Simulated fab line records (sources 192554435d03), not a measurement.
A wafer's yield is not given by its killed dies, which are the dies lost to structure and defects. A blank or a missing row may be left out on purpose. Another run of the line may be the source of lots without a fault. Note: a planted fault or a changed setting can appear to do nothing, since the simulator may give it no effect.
fab line records	flow n5-finfet
record lots=10	wafers=28	last-day=17
route steps=1938 shown WELL_APT@50 PMOS_HMC_CHANNEL_EPI@81 FIN_SAQP@96
lots with no fault: from the same line, run without faults
start-h: hours from the record's first day to the start of the lot's first wafer shown	wait-h: hours elapsed since this lot's preceding step	" repeats the value in the row above	L1.1+2: a row that stands for several wafers	- no value, or no start given	* or withheld: withheld	< > ~ a bound
route shown NAME@n: names a module that has steps shown in the file, with the first one's number in the route	usual: average and standard deviation across the fault-free wafers	same: alike in all rows	chamber/n: place in a boat	sites: per-site readings	_std_site: the standard deviation of these	_edge_site: the outer-site mean with the inner-site mean subtracted	radius-mm: for every site, how far away it sits from the centre of the wafer	mask NAME#n: copy n	behind: the most recent tool/chamber to have shaped the wafer	hold: what put the lot on hold/how long, in hours/how the hold closed	device: transistor that didn't switch, given as n, p or np	end of line: the route-end tests of the same wafers	for a step that has no rows: nothing shown but its recipe	killed: dies that structure and defects cost at the first sort, which is not the same as the wafer's yield	map: shows each die of a wafer: x if killed, . if not, _ if none is there
set.NAME: setting as actually run; set.NAME@STEP: the setting as run at that earlier step	model.NAME: the simulator's own value behind a step, which no gauge read
route steps across a sampled set of lots; one table per step, one row per wafer
services: a tool's chamber out of use, with start hour (start-h, from the record's first day; less than 0 if before it), hours out, and reason
## steps
# step N5_WELL_APT_RTA_34
# recipe temp-c=1000	time-s=10	ambient=N2	idle-temp-c=600	ramp-up-c-per-s=150	ramp-down-c-per-s=60	cool-to-c=600
# usual lamp-power-pct=13.00/0.052	lamp_zone_7_pct=13.425/0.029	wafer_temp_C_max=1003.7/1.2
lot.wafer	tool	chamber	start-h	wait-h	lamp-power-pct	lamp_zone_7_pct	wafer_temp_C_max
L791.1	rtp-anneal-02	0	29.15	0.4	12.96	13.361	1003.0
L791.3	"	0	"	"	13.02	13.425	1003.5
L791.5	"	0	"	"	12.95	13.415	1002.5
L793.1	rtp-anneal-01	0	40.40	0.1	13.07	13.412	1003.7
L793.3	"	0	"	"	13.03	13.476	1003.5
L793.5	"	0	"	"	13.03	13.443	1003.6
L794.2	rtp-anneal-01	0	45.81	0.0	13.03	13.390	1002.1
L794.4	"	0	"	"	13.09	13.404	1003.4
L794.5	"	0	"	"	13.01	13.395	1003.2
L801.1	rtp-anneal-01	0	88.15	0.0	13.00	13.414	1003.2
L801.2	"	0	"	"	12.90	13.425	1005.0
L801.6	"	0	"	"	12.92	13.435	1002.6
L803.1	rtp-anneal-01	0	100.95	0.0	13.07	13.419	1007.6
L803.4	"	0	"	"	12.97	13.387	1002.2
L803.5	"	0	"	"	13.01	13.495	1003.6
L804.3	rtp-anneal-01	0	105.92	0.4	12.91	13.367	1002.7
L804.6	"	0	"	"	12.94	13.432	1001.5
L806.5	rtp-anneal-01	0	118.03	0.1	12.94	13.504	1005.5
L806.6	"	0	"	"	12.92	13.412	1003.9
L809.1	rtp-anneal-01	0	136.25	0.5	13.03	13.413	1005.1
L809.4	"	0	"	"	12.99	13.372	1003.9
L809.6	"	0	"	"	12.97	13.442	1003.3
L811.3	rtp-anneal-01	0	147.98	0.1	13.07	13.459	1005.4
L811.4	"	0	"	"	13.04	13.470	1002.5
L811.6	"	0	"	"	12.98	13.400	1003.6
L812.2	rtp-anneal-01	0	153.75	0.1	12.96	13.429	1003.7
L812.3	"	0	"	"	13.01	13.446	1002.8
L812.6	"	0	"	"	12.98	13.442	1004.1
# step N5_PMOS_HMC_CHANNEL_EPI_CMP_21
# recipe material=SiGe30	post-cmp-clean=alkaline-brush	target-thk-nm=54
# usual edge-zone-pressure-frac=1.001/0.0047	motor-current-A=11.9/1.4
lot.wafer	tool	chamber	start-h	wait-h	edge-zone-pressure-frac	motor-current-A
L791.3	cmp-01	2	32.85	0.0	0.997	11.7
L791.1	"	1	"	"	1.003	10.8
L791.5	"	3	"	"	0.998	11.3
L793.3	cmp-02	1	43.90	0.1	0.999	12.5
L793.1	"	3	"	"	0.999	12.6
L793.5	"	1	"	"	0.997	12.8
L794.2	cmp-04	2	49.59	0.1	1.001	11.7
L794.4	"	0	"	"	0.996	15.0
L794.5	"	1	"	"	1.006	12.9
L801.2	cmp-02	3	91.83	0.1	1.004	11.7
L801.1	"	0	"	"	1.002	10.1
L801.6	"	2	"	"	1.001	11.4
L803.4	cmp-01	1	104.37	0.1	0.997	11.7
L803.1	"	3	"	"	0.995	11.3
L803.5	"	1	"	"	1.003	11.9
L804.3	cmp-04	2	109.71	0.1	0.992	12.2
L804.6	"	1	"	"	1.000	12.7
L806.5	cmp-02	3	121.34	0.2	0.998	11.9
L806.6	"	0	"	"	1.010	9.9
L809.1	cmp-04	3	140.09	0.0	1.003	10.8
L809.4	"	1	"	"	1.006	12.2
L809.6	"	3	"	"	1.007	10.9
L811.4	cmp-01	2	151.60	0.0	1.006	11.4
L811.3	"	3	"	"	0.995	11.7
L811.6	"	3	"	"	0.997	11.9
L812.2	cmp-02	0	157.93	0.0	1.008	9.6
L812.3	"	3	"	"	0.995	12.0
L812.6	"	0	"	"	1.011	10.0
# step N5_FIN_SAQP_HM_DEP_03
# recipe material=SiNx	target-thk-a=380	temp-c=400	precursor=SiH4/NH3/N2	pressure-torr=1.5	rf-w=300	time-s=33.6
# usual heater-power-w=740/51	showerhead-plenum-p-Torr=5.14/0.058	throttle-valve-pct=40.5/2.2
lot.wafer	tool	chamber	start-h	wait-h	heater-power-w	showerhead-plenum-p-Torr	since-wet-clean-h	throttle-valve-pct
L791.1	pecvd-03	1	34.25	0.2	729	5.13	1282	39.5
L791.3	"	0	"	"	726	5.20	557	37.5
L791.5	"	2	"	"	779	5.04	-	38.5
L793.1	pecvd-01	2	45.18	0.2	717	5.14	358	39.1
L793.3	"	0	"	"	752	5.18	1112	40.8
L793.5	"	2	"	"	697	5.14	-	39.0
L794.2	pecvd-01	0	50.99	0.2	670	5.18	1117	40.6
L794.4	"	0	"	"	697	5.21	-	40.6
L794.5	"	1	"	"	810	5.16	-	44.0
L801.1	pecvd-01	1	93.14	0.2	720	5.15	1885	43.8
L801.2	"	2	"	"	679	5.13	406	39.3
L801.6	"	1	"	"	714	5.16	-	43.9
L803.1	pecvd-02	2	105.91	0.2	669	5.07	237	39.6
L803.4	"	2	"	"	681	5.09	-	39.4
L803.5	"	0	"	"	752	5.03	-	42.6
L804.3	pecvd-01	0	110.98	0.1	716	5.19	1177	40.6
L804.6	"	1	"	"	793	5.17	-	43.7
L806.5	pecvd-01	0	122.53	0.1	650	5.20	-	40.7
L806.6	"	2	"	"	684	5.14	-	39.7
L809.1	pecvd-03	1	141.87	0.2	757	5.12	1390	39.3
L809.4	"	0	"	"	756	5.21	-	38.2
L809.6	"	2	"	"	735	5.04	-	38.5
L811.3	pecvd-03	1	154.33	0.1	770	5.11	1402	39.1
L811.4	"	1	"	"	766	5.13	-	39.7
L811.6	"	0	"	"	774	5.20	-	37.8
L812.2	pecvd-03	1	160.71	0.2	735	5.14	1408	39.2
L812.3	"	0	"	"	796	5.19	683	37.9
L812.6	"	0	"	"	787	5.20	-	37.9
# step N5_FIN_SAQP_THK_MEAS_05
# usual thk-nm=38.0/0.46
lot.wafer	tool	chamber	start-h	wait-h	thk-nm
L791.1	film-metro-02	-	34.34	0.1	37.4
L791.3	"	-	"	"	37.3
L791.5	"	-	"	"	37.9
L793.1	film-metro-02	-	45.26	0.1	37.8
L793.3	"	-	"	"	37.4
L793.5	"	-	"	"	38.0
L794.2	film-metro-01	-	51.08	0.1	37.8
L794.4	"	-	"	"	38.2
L794.5	"	-	"	"	37.7
L801.1	film-metro-02	-	93.23	0.1	37.5
L801.2	"	-	"	"	37.8
L801.6	"	-	"	"	38.2
L803.1	film-metro-02	-	106.00	0.1	37.8
L803.4	"	-	"	"	38.4
L803.5	"	-	"	"	38.4
L804.3	film-metro-02	-	111.07	0.1	37.8
L804.6	"	-	"	"	40.2
L806.5	film-metro-02	-	122.59	0.0	40.8
L806.6	"	-	"	"	40.4
L809.1	film-metro-02	-	141.95	0.1	38.0
L809.4	"	-	"	"	37.9
L809.6	"	-	"	"	38.0
L811.3	film-metro-01	-	154.42	0.1	38.6
L811.4	"	-	"	"	38.8
L811.6	"	-	"	"	38.6
L812.2	film-metro-02	-	160.80	0.1	38.3
L812.3	"	-	"	"	37.8
L812.6	"	-	"	"	38.4
# step N5_FIN_SAQP_CD_MEAS_16
# recipe target-cd-nm=35.6	landing-energy-ev=500	detector=se-inlens
# usual cd-nm=35.66/0.25
lot.wafer	tool	chamber	start-h	wait-h	cd-nm
L791.1	cd-sem-02	0	35.03	-	35.79
L791.3	"	0	"	"	36.03
L791.5	"	0	"	"	35.30
L793.1	cd-sem-01	0	45.83	-	36.02
L793.3	"	0	"	"	35.77
L793.5	"	0	"	"	35.73
L794.2	cd-sem-03	0	51.77	-	35.34
L794.4	"	0	"	"	35.83
L794.5	"	0	"	"	35.53
L801.1	cd-sem-01	0	93.92	-	35.45
L801.2	"	0	"	"	35.68
L801.6	"	0	"	"	35.86
L803.1	cd-sem-03	0	108.64	-	35.68
L803.4	"	0	"	"	35.86
L803.5	"	0	"	"	35.84
L804.3	cd-sem-02	0	111.64	-	35.57
L804.6	"	0	"	"	35.42
L806.5	cd-sem-03	0	123.17	-	35.46
L806.6	"	0	"	"	35.27
L809.1	cd-sem-01	0	142.64	-	35.61
L809.4	"	0	"	"	35.37
L809.6	"	0	"	"	35.43
L811.3	cd-sem-01	0	155.14	-	35.88
L811.4	"	0	"	"	35.78
L811.6	"	0	"	"	35.85
L812.2	cd-sem-03	0	161.50	-	35.92
L812.3	"	0	"	"	35.62
L812.6	"	0	"	"	35.52
# step N5_FIN_SAQP_HM_OPEN_33
# recipe chemistry=CH3F/O2	target=SiNx	mask-material=SiO2	target-depth-a=494	time-s=70.6	pressure-mtorr=30	source-w=395	bias-w=73	Ar_flow_sccm=150	CH3F_flow_sccm=30	O2_flow_sccm=20	ion-energy-ev=120	ends=cleared
# usual drypump-motor-current-A=6.0/0.35	etch-rf-on-time-s=69.0/1.2	mfc-ar-sccm=150.0/0.42	oes-product-au=0.66/0.062	rf-vpp-V=298/3.6	showerhead-plenum-p-Torr=2.03/0.057	throttle-valve-pct=16.42/0.24
lot.wafer	tool	chamber	start-h	wait-h	drypump-motor-current-A	etch-rf-on-time-s	mfc-ar-sccm	oes-product-au	rf-hours-counter-h	rf-vpp-V	showerhead-plenum-p-Torr	throttle-valve-pct
L791.1	rie-diel-05	3	40.02	0.0	5.8	66.3	149.7	0.81	7	291	1.97	16.11
L791.3	"	0	"	"	5.6	68.1	149.4	0.58	253	291	1.89	16.44
L791.5	"	3	"	"	5.8	67.8	149.9	0.80	-	293	1.97	16.13
L793.1	rie-diel-04	0	49.65	0.0	6.3	68.8	150.1	0.63	179	303	2.07	16.36
L793.3	"	3	"	"	6.3	67.7	149.8	0.68	129	296	2.01	16.53
L793.5	"	2	"	"	6.1	69.8	150.5	0.67	-	299	2.00	16.59
L794.2	rie-diel-03	2	56.12	0.1	5.7	67.7	150.3	0.84	6	301	2.13	15.94
L794.4	"	0	"	"	5.6	70.2	149.7	0.61	196	301	2.07	16.57
L794.5	"	1	"	"	5.4	68.0	149.9	0.67	-	292	1.93	15.87
L801.1	rie-diel-05	1	97.65	0.1	5.5	68.5	150.4	0.62	158	304	2.08	16.37
L801.2	"	0	"	"	5.6	68.2	149.8	0.79	11	295	2.14	15.99
L801.6	"	2	"	"	5.5	68.1	150.2	0.77	-	304	2.04	16.13
L803.1	rie-diel-04	1	112.66	0.0	6.4	68.8	150.4	0.59	221	297	2.06	16.64
L803.4	"	2	"	"	6.1	71.3	149.6	0.65	144	298	1.99	16.65
L803.5	"	1	"	"	6.4	70.0	150.3	0.59	-	295	2.06	16.65
L804.3	rie-diel-05	3	115.61	0.0	5.8	67.9	150.3	0.74	32	291	1.96	16.18
L804.6	"	3	"	"	5.8	72.1	149.9	0.75	-	292	1.96	16.16
L806.5	rie-diel-04	3	127.10	0.1	6.2	74.6	150.0	0.65	-	297	2.00	16.59
L806.6	"	0	"	"	6.3	74.1	150.1	0.61	-	302	2.06	16.41
L809.1	rie-diel-04	3	147.74	0.0	6.2	68.9	149.2	0.65	166	298	1.99	16.59
L809.4	"	2	"	"	6.0	69.5	150.2	0.65	152	298	1.99	16.63
L809.6	"	0	"	"	6.3	69.6	149.9	0.61	-	301	2.06	16.42
L811.3	rie-diel-03	1	161.45	0.0	5.4	70.1	149.9	0.64	159	292	1.92	15.97
L811.4	"	0	"	"	5.7	71.8	150.2	0.58	225	303	2.06	16.62
L811.6	"	1	"	"	5.4	69.8	149.2	0.64	-	295	1.91	15.96
L812.2	rie-diel-05	2	166.57	0.0	5.5	68.5	149.4	0.73	47	304	2.03	16.21
L812.3	"	1	"	"	5.5	68.6	150.3	0.60	181	302	2.07	16.40
L812.6	"	1	"	"	5.5	71.0	150.0	0.60	-	302	2.07	16.42
## services
tool	chamber	start-h	hours	kind
rie-diel-04	2	14.12	5.1	repair
cmp-01	-	33.07	4.0	pm
cmp-01	-	52.47	0.9	repair
rie-diel-05	3	55.27	10.0	repair
cmp-01	-	55.75	1.0	repair
rie-diel-04	2	65.79	6.7	repair
cmp-02	-	68.71	4.2	repair
pecvd-01	0	69.34	2.1	scheduled-down
pecvd-02	-	70.15	1.5	repair
pecvd-02	0	73.14	8.3	repair
cmp-04	-	83.04	4.6	repair
cmp-02	-	93.50	4.2	repair
rie-diel-03	3	95.34	22.6	repair
pecvd-03	0	98.50	6.5	repair
cmp-01	-	101.93	0.7	repair
rie-diel-03	0	103.91	18.7	repair
rie-diel-03	-	112.50	2.8	repair
rie-diel-04	2	116.92	6.0	repair
cmp-04	-	123.60	3.2	repair
pecvd-03	-	126.99	0.5	repair
pecvd-01	2	133.21	5.5	scheduled-down
cmp-04	-	148.38	1.8	repair
rtp-anneal-02	-	151.31	10.7	pm
pecvd-01	-	166.23	6.0	pm
## key
first-sign step=N5_FIN_SAQP_THK_MEAS_05	reading=thk-nm	direction=up	sigmas=5.4	usual=*	struck=*
effect step=N5_FIN_SAQP_HM_OPEN_33	reading=etch-rf-on-time-s	direction=up	sigmas=4	usual=*	struck=*
met-at N5_FIN_SAQP_HM_DEP_03
struck-lots L804,L806
struck-wafers L804.6,L806.5,L806.6
tester-left-out L804,L806
not-acting-at N5_WELL_APT_RTA_34,N5_PMOS_HMC_CHANNEL_EPI_CMP_21,N5_FIN_SAQP_CD_MEAS_16
onset-between 93.14 110.98
fault kind=process-parameter-drift	tool=pecvd-01	chamber=-	onset-h=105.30	steps=N5_FIN_SAQP_HM_DEP_03	channel=time-s	offset=*	shape=step	end-h=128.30	scope=struck-wafers-only	acts-in=*	stated=*
# tester-left-out: of these lots the tester's yield and bins aren't shown, on N5 and GAA mostly nor the transistor test; their killed dies are dies lost to structure and defects alone, not to doping, threshold or leakage, so they don't give the yield
